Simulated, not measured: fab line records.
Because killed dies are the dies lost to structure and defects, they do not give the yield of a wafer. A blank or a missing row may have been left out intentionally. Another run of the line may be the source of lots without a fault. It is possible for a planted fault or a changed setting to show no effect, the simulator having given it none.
fab line records ; flow n5-finfet ; part 2 of 2: steps 4 to 6 of 6
record: lots: 24; wafers: 72; last-day: 18
route steps=1938 shown SD_EPI_N@279 SD_EPI_P@310 SD_ACTIVATION@331 ILD0@345
lots with no fault: from the same line, run without faults
start-h: hours from the record's opening day to when the first of the lot's shown wafers began ; wait-h: hours since the lot's step before ; " identical to the entry in the row above ; L1.1+2: one row covering several wafers at once ; - no value, or no start was given ; * or withheld: withheld ; < > ~ a bound
route shown NAME@n: NAME is a module with steps in the file, n the number in the route of the first one ; usual: average and standard deviation across the fault-free wafers ; same: alike in all rows ; chamber/n: place in a boat ; sites: each site's reading ; _std_site: the values' standard deviation ; _edge_site: the outer-site mean with the inner-site mean subtracted ; radius-mm: how far each site lies from the wafer's centre ; mask NAME#n: copy n ; behind: the last tool/chamber to shape the wafer ; hold: why the lot went on hold/how many hours it stayed there/how the hold came to an end ; device: the transistor (n, p or np) that didn't switch ; end of line: the route-end tests of the same wafers ; a step with no rows: only its recipe ; killed: dies lost to structure and defects at the first sort, not the wafer's yield ; map: the dies of a wafer, with x for killed, . for not killed, _ for no die there
set.NAME: the setting the step ran with; set.NAME@STEP: the setting that earlier step ran with ; model.NAME: the simulator's own value behind a step, which no gauge read
the route's steps for a sample of lots (tables are steps, rows are wafers)
services: a tool's chamber out of use, with start hour (start-h, from the record's first day; less than 0 if before it), hours out, and reason
== steps ==
step: N5_SD_EPI_P_STRIP_40
recipe: chemistry: N2/H2; power-w: 1000; temp-c: 250; h2-frac: 0.65; overash-fraction: 0.3; pressure-mtorr: withheld; n2-flow-sccm: 1750; h2-flow-sccm: 3250
usual: drypump-motor-current-A: 5.4/0.45; heater-power-w: 344/47; oes-product-au: 0.762/0.011
lot.wafer;tool;chamber;start-h;wait-h;drypump-motor-current-A;heater-power-w;oes-product-au;rf-hours-counter-h
L074.1;plasma-asher-02;1;59.60;0.0;5.7;415;0.777;88
L074.4;plasma-asher-02;1;59.60;0.0;5.7;405;0.768;-
L074.5;plasma-asher-02;1;59.60;0.0;5.7;423;0.754;-
L075.1;plasma-asher-02;0;67.07;0.0;4.9;305;0.752;90
L075.2;plasma-asher-02;1;67.07;0.0;5.8;411;0.764;90
L075.6;plasma-asher-02;1;67.07;0.0;5.7;426;0.783;-
L076.1;plasma-asher-01;0;71.89;0.0;6.0;335;0.769;36
L076.4;plasma-asher-01;0;71.89;0.0;6.0;330;0.764;-
L076.5;plasma-asher-01;0;71.89;0.0;6.0;331;0.751;-
L077.2;plasma-asher-02;0;72.15;0.0;4.9;283;0.752;91
L077.5;plasma-asher-02;1;72.15;0.0;5.7;410;0.760;-
L077.6;plasma-asher-02;0;72.15;0.0;4.9;299;0.767;-
L078.1;plasma-asher-01;1;80.12;0.0;5.1;312;0.758;38
L078.3;plasma-asher-01;0;80.12;0.0;6.0;336;0.748;-
L078.4;plasma-asher-01;1;80.12;0.0;5.2;317;0.764;-
L079.2;plasma-asher-02;1;85.53;0.0;5.7;413;0.782;93
L079.5;plasma-asher-02;1;85.53;0.0;5.7;420;0.766;-
L079.6;plasma-asher-02;0;85.53;0.0;4.9;305;0.760;-
L080.2;plasma-asher-01;0;90.54;0.0;6.0;335;0.754;39
L080.3;plasma-asher-01;1;90.54;0.0;5.2;313;0.758;-
L080.4;plasma-asher-01;0;90.54;0.0;6.0;338;0.773;-
L081.4;plasma-asher-02;0;97.93;0.2;4.9;300;0.768;-
L081.5;plasma-asher-02;0;97.93;0.2;4.9;303;0.765;-
L081.6;plasma-asher-02;1;97.93;0.2;5.7;420;0.752;-
L082.2;plasma-asher-01;0;104.06;0.0;6.1;340;0.761;42
L082.4;plasma-asher-01;1;104.06;0.0;5.1;315;0.765;-
L082.5;plasma-asher-01;1;104.06;0.0;5.2;311;0.753;-
L083.1;plasma-asher-02;1;108.87;0.0;5.7;415;0.760;99
L083.2;plasma-asher-02;0;108.87;0.0;4.9;300;0.771;99
L083.3;plasma-asher-02;0;108.87;0.0;4.9;298;0.765;-
L084.1;plasma-asher-01;1;116.45;0.0;5.2;308;0.760;45
L084.2;plasma-asher-01;0;116.45;0.0;6.1;334;0.771;45
L084.6;plasma-asher-01;1;116.45;0.0;5.2;307;0.779;-
L085.1;plasma-asher-02;0;124.45;0.0;4.8;302;0.752;102
L085.5;plasma-asher-02;0;124.45;0.0;4.9;293;0.756;-
L085.6;plasma-asher-02;1;124.45;0.0;5.7;409;0.763;-
L086.2;plasma-asher-01;0;128.55;0.0;6.0;343;0.761;47
L086.4;plasma-asher-01;0;128.55;0.0;6.0;338;0.755;-
L086.5;plasma-asher-01;1;128.55;0.0;5.2;308;0.740;-
L087.1;plasma-asher-02;1;133.48;0.0;5.7;416;0.762;105
L087.3;plasma-asher-02;0;133.48;0.0;4.9;302;0.766;-
L087.4;plasma-asher-02;1;133.48;0.0;5.7;423;0.768;-
L088.3;plasma-asher-02;1;141.15;0.0;5.7;420;0.770;-
L088.5;plasma-asher-02;1;141.15;0.0;5.7;415;0.764;-
L088.6;plasma-asher-02;0;141.15;0.0;4.9;298;0.778;-
L089.1;plasma-asher-02;1;146.56;0.0;5.7;408;0.781;107
L089.5;plasma-asher-02;1;146.56;0.0;5.7;409;0.757;-
L089.6;plasma-asher-02;0;146.56;0.0;4.9;308;0.769;-
L090.1;plasma-asher-01;1;149.75;0.0;5.2;308;0.770;50
L090.4;plasma-asher-01;0;149.75;0.0;6.0;340;0.766;-
L090.6;plasma-asher-01;1;149.75;0.0;5.2;317;0.765;-
L091.2;plasma-asher-01;1;156.63;0.0;5.2;316;0.778;51
L091.3;plasma-asher-01;1;156.63;0.0;5.2;310;0.776;-
L091.6;plasma-asher-01;0;156.63;0.0;6.0;341;0.769;-
L092.3;plasma-asher-02;1;164.03;0.0;5.7;424;0.766;-
L092.4;plasma-asher-02;0;164.03;0.0;4.8;303;0.763;-
L092.5;plasma-asher-02;1;164.03;0.0;5.7;418;0.752;-
L093.1;plasma-asher-01;1;168.66;0.0;5.2;312;0.769;54
L093.3;plasma-asher-01;0;168.66;0.0;6.0;343;0.765;-
L093.6;plasma-asher-01;1;168.66;0.0;5.2;301;0.770;-
L094.1;plasma-asher-02;0;176.29;0.0;4.9;294;0.765;113
L094.2;plasma-asher-02;1;176.29;0.0;5.7;411;0.772;113
L094.5;plasma-asher-02;1;176.29;0.0;5.7;407;0.772;-
L095.2;plasma-asher-02;0;179.47;0.0;4.8;302;0.764;114
L095.3;plasma-asher-02;0;179.47;0.0;4.8;297;0.738;-
L095.6;plasma-asher-02;1;179.47;0.0;5.7;418;0.740;-
L096.4;plasma-asher-01;0;185.35;0.0;6.0;341;0.732;-
L096.5;plasma-asher-01;0;185.35;0.0;6.0;332;0.763;-
L096.6;plasma-asher-01;1;185.35;0.0;5.2;315;0.735;-
L097.1;plasma-asher-02;0;193.45;0.0;4.8;297;0.753;116
L097.3;plasma-asher-02;0;193.45;0.0;4.9;296;0.762;-
L097.4;plasma-asher-02;1;193.45;0.0;5.7;414;0.763;-
step: N5_SD_ACTIVATION_LSA_01
recipe: temp-c: 1080; time-s: 0.0008; ambient: N2
usual: wafer_temp_C_max: 1084.4/0.96
same: time-s: 0.0008
lot.wafer;tool;chamber;start-h;wait-h;wafer_temp_C_max
L074.1;laser-anneal-02;0;62.97;0.2;1087.9
L074.4;laser-anneal-02;0;62.97;0.2;1084.6
L074.5;laser-anneal-02;0;62.97;0.2;1085.8
L075.1;laser-anneal-02;0;70.43;0.2;1082.9
L075.2;laser-anneal-02;0;70.43;0.2;1084.5
L075.6;laser-anneal-02;0;70.43;0.2;1084.4
L076.1;laser-anneal-01;0;75.01;0.2;1084.4
L076.4;laser-anneal-01;0;75.01;0.2;1087.5
L076.5;laser-anneal-01;0;75.01;0.2;1083.9
L077.2;laser-anneal-02;0;76.19;0.2;1083.7
L077.5;laser-anneal-02;0;76.19;0.2;1084.0
L077.6;laser-anneal-02;0;76.19;0.2;1086.0
L078.1;laser-anneal-01;0;83.39;0.2;1083.7
L078.3;laser-anneal-01;0;83.39;0.2;1084.1
L078.4;laser-anneal-01;0;83.39;0.2;1084.4
L079.2;laser-anneal-02;0;88.73;0.2;1083.6
L079.5;laser-anneal-02;0;88.73;0.2;1084.4
L079.6;laser-anneal-02;0;88.73;0.2;1084.6
L080.2;laser-anneal-01;0;93.84;0.2;1083.9
L080.3;laser-anneal-01;0;93.84;0.2;1084.8
L080.4;laser-anneal-01;0;93.84;0.2;1084.6
L081.4;laser-anneal-02;0;101.34;0.2;1084.1
L081.5;laser-anneal-02;0;101.34;0.2;1083.9
L081.6;laser-anneal-02;0;101.34;0.2;1084.1
L082.2;laser-anneal-01;0;107.22;0.2;1084.5
L082.4;laser-anneal-01;0;107.22;0.2;1085.9
L082.5;laser-anneal-01;0;107.22;0.2;1085.2
L083.1;laser-anneal-02;0;111.98;0.2;1085.8
L083.2;laser-anneal-02;0;111.98;0.2;1084.2
L083.3;laser-anneal-02;0;111.98;0.2;1083.3
L084.1;laser-anneal-01;0;119.56;0.2;1085.1
L084.2;laser-anneal-01;0;119.56;0.2;1084.0
L084.6;laser-anneal-01;0;119.56;0.2;1084.6
L085.1;laser-anneal-02;0;127.59;0.2;1084.9
L085.5;laser-anneal-02;0;127.59;0.2;1084.9
L085.6;laser-anneal-02;0;127.59;0.2;1083.9
L086.2;laser-anneal-01;0;131.70;0.2;1084.0
L086.4;laser-anneal-01;0;131.70;0.2;1083.3
L086.5;laser-anneal-01;0;131.70;0.2;1083.6
L087.1;laser-anneal-02;0;136.60;0.2;1084.2
L087.3;laser-anneal-02;0;136.60;0.2;1084.2
L087.4;laser-anneal-02;0;136.60;0.2;1085.2
L088.3;laser-anneal-01;0;144.30;0.2;1083.7
L088.5;laser-anneal-01;0;144.30;0.2;1085.6
L088.6;laser-anneal-01;0;144.30;0.2;1084.6
L089.1;laser-anneal-02;0;149.84;0.2;1084.1
L089.5;laser-anneal-02;0;149.84;0.2;1084.3
L089.6;laser-anneal-02;0;149.84;0.2;1083.5
L090.1;laser-anneal-01;0;152.98;0.2;1083.8
L090.4;laser-anneal-01;0;152.98;0.2;1084.2
L090.6;laser-anneal-01;0;152.98;0.2;1083.9
L091.2;laser-anneal-02;0;159.78;0.2;1083.2
L091.3;laser-anneal-02;0;159.78;0.2;1082.7
L091.6;laser-anneal-02;0;159.78;0.2;1083.5
L092.3;laser-anneal-01;0;167.32;0.2;1083.0
L092.4;laser-anneal-01;0;167.32;0.2;1083.1
L092.5;laser-anneal-01;0;167.32;0.2;1083.5
L093.1;laser-anneal-02;0;171.79;0.2;1084.3
L093.3;laser-anneal-02;0;171.79;0.2;1083.7
L093.6;laser-anneal-02;0;171.79;0.2;1083.5
L094.1;laser-anneal-01;0;179.41;0.2;1083.5
L094.2;laser-anneal-01;0;179.41;0.2;1085.3
L094.5;laser-anneal-01;0;179.41;0.2;1084.6
L095.2;laser-anneal-02;0;182.70;0.2;1085.4
L095.3;laser-anneal-02;0;182.70;0.2;1084.0
L095.6;laser-anneal-02;0;182.70;0.2;1082.7
L096.4;laser-anneal-01;0;188.53;0.2;1086.2
L096.5;laser-anneal-01;0;188.53;0.2;1084.0
L096.6;laser-anneal-01;0;188.53;0.2;1084.5
L097.1;laser-anneal-02;0;196.57;0.2;1084.9
L097.3;laser-anneal-02;0;196.57;0.2;1083.4
L097.4;laser-anneal-02;0;196.57;0.2;1084.1
step: N5_ILD0_THK_MEAS_13
usual: thk-nm: 17.5/1
lot.wafer;tool;chamber;start-h;wait-h;thk-nm
L074.1;film-metro-02;-;69.87;-;19.0
L074.4;film-metro-02;-;69.87;-;17.0
L074.5;film-metro-02;-;69.87;-;16.4
L075.1;film-metro-01;-;77.20;-;18.8
L075.2;film-metro-01;-;77.20;-;18.3
L075.6;film-metro-01;-;77.20;-;18.1
L076.1;film-metro-01;-;81.78;-;19.0
L076.4;film-metro-01;-;81.78;-;19.6
L076.5;film-metro-01;-;81.78;-;19.0
L077.2;film-metro-02;-;82.93;-;16.3
L077.5;film-metro-02;-;82.93;-;16.0
L077.6;film-metro-02;-;82.93;-;16.5
L078.1;film-metro-02;-;90.32;-;19.2
L078.3;film-metro-02;-;90.32;-;16.6
L078.4;film-metro-02;-;90.32;-;18.5
L079.2;film-metro-01;-;96.63;-;18.9
L079.5;film-metro-01;-;96.63;-;17.5
L079.6;film-metro-01;-;96.63;-;18.9
L080.2;film-metro-01;-;102.71;-;16.4
L080.3;film-metro-01;-;102.71;-;17.4
L080.4;film-metro-01;-;102.71;-;17.2
L081.4;film-metro-01;-;108.27;-;17.2
L081.5;film-metro-01;-;108.27;-;17.3
L081.6;film-metro-01;-;108.27;-;16.7
L082.2;film-metro-02;-;114.22;-;16.5
L082.4;film-metro-02;-;114.22;-;15.9
L082.5;film-metro-02;-;114.22;-;15.6
L083.1;film-metro-01;-;118.80;-;17.4
L083.2;film-metro-01;-;118.80;-;17.8
L083.3;film-metro-01;-;118.80;-;17.7
L084.1;film-metro-02;-;127.18;-;19.4
L084.2;film-metro-02;-;127.18;-;18.6
L084.6;film-metro-02;-;127.18;-;19.7
L085.1;film-metro-02;-;134.36;-;16.9
L085.5;film-metro-02;-;134.36;-;18.0
L085.6;film-metro-02;-;134.36;-;17.5
L086.2;film-metro-01;-;139.43;-;18.5
L086.4;film-metro-01;-;139.43;-;18.5
L086.5;film-metro-01;-;139.43;-;18.9
L087.1;film-metro-01;-;143.60;-;17.7
L087.3;film-metro-01;-;143.60;-;15.7
L087.4;film-metro-01;-;143.60;-;17.8
L088.3;film-metro-01;-;151.69;-;17.6
L088.5;film-metro-01;-;151.69;-;18.8
L088.6;film-metro-01;-;151.69;-;17.1
L089.1;film-metro-02;-;157.15;-;16.6
L089.5;film-metro-02;-;157.15;-;18.2
L089.6;film-metro-02;-;157.15;-;16.8
L090.1;film-metro-01;-;159.98;-;17.4
L090.4;film-metro-01;-;159.98;-;17.7
L090.6;film-metro-01;-;159.98;-;17.4
L091.2;film-metro-02;-;167.03;-;18.3
L091.3;film-metro-02;-;167.03;-;16.8
L091.6;film-metro-02;-;167.03;-;18.5
L092.3;film-metro-01;-;174.03;-;16.0
L092.4;film-metro-01;-;174.03;-;16.9
L092.5;film-metro-01;-;174.03;-;16.3
L093.1;film-metro-02;-;178.99;-;17.6
L093.3;film-metro-02;-;178.99;-;17.3
L093.6;film-metro-02;-;178.99;-;15.8
L094.1;film-metro-02;-;187.27;-;16.3
L094.2;film-metro-02;-;187.27;-;16.5
L094.5;film-metro-02;-;187.27;-;16.4
L095.2;film-metro-02;-;190.90;-;17.9
L095.3;film-metro-02;-;190.90;-;17.0
L095.6;film-metro-02;-;190.90;-;18.2
L096.4;film-metro-01;-;197.17;-;17.7
L096.5;film-metro-01;-;197.17;-;16.9
L096.6;film-metro-01;-;197.17;-;16.2
L097.1;film-metro-01;-;203.34;-;16.1
L097.3;film-metro-01;-;203.34;-;16.3
L097.4;film-metro-01;-;203.34;-;17.2
== services ==
tool;chamber;start-h;hours;kind
rie-diel-05;3;36.17;4.6;repair
rie-diel-01;0;38.78;9.7;repair
rie-diel-02;2;43.18;5.5;repair
rie-diel-05;0;50.46;10.7;repair
rie-diel-02;0;59.49;24.6;repair
rie-diel-03;1;64.50;6.7;repair
laser-anneal-01;-;69.91;3.6;pm
rie-diel-04;-;77.71;4.0;pm
rie-diel-05;-;81.03;0.2;repair
rie-diel-04;-;85.65;11.0;repair
rie-diel-01;-;89.84;2.8;pm
rie-diel-03;0;107.33;15.4;repair
rie-diel-04;1;109.40;44.5;repair
rie-diel-04;2;110.11;3.2;repair
rie-diel-04;0;133.33;1.2;repair
rie-diel-02;0;140.91;14.8;repair
rie-diel-05;0;142.77;7.4;repair
rie-diel-02;-;146.49;4.3;repair
laser-anneal-02;-;150.02;2.0;pm
rie-diel-03;1;153.77;12.3;repair
rie-diel-06;-;154.09;14.6;pm
rie-diel-01;0;179.54;2.7;repair
rie-diel-01;-;185.01;0.2;repair
rie-diel-02;0;191.13;3.1;repair
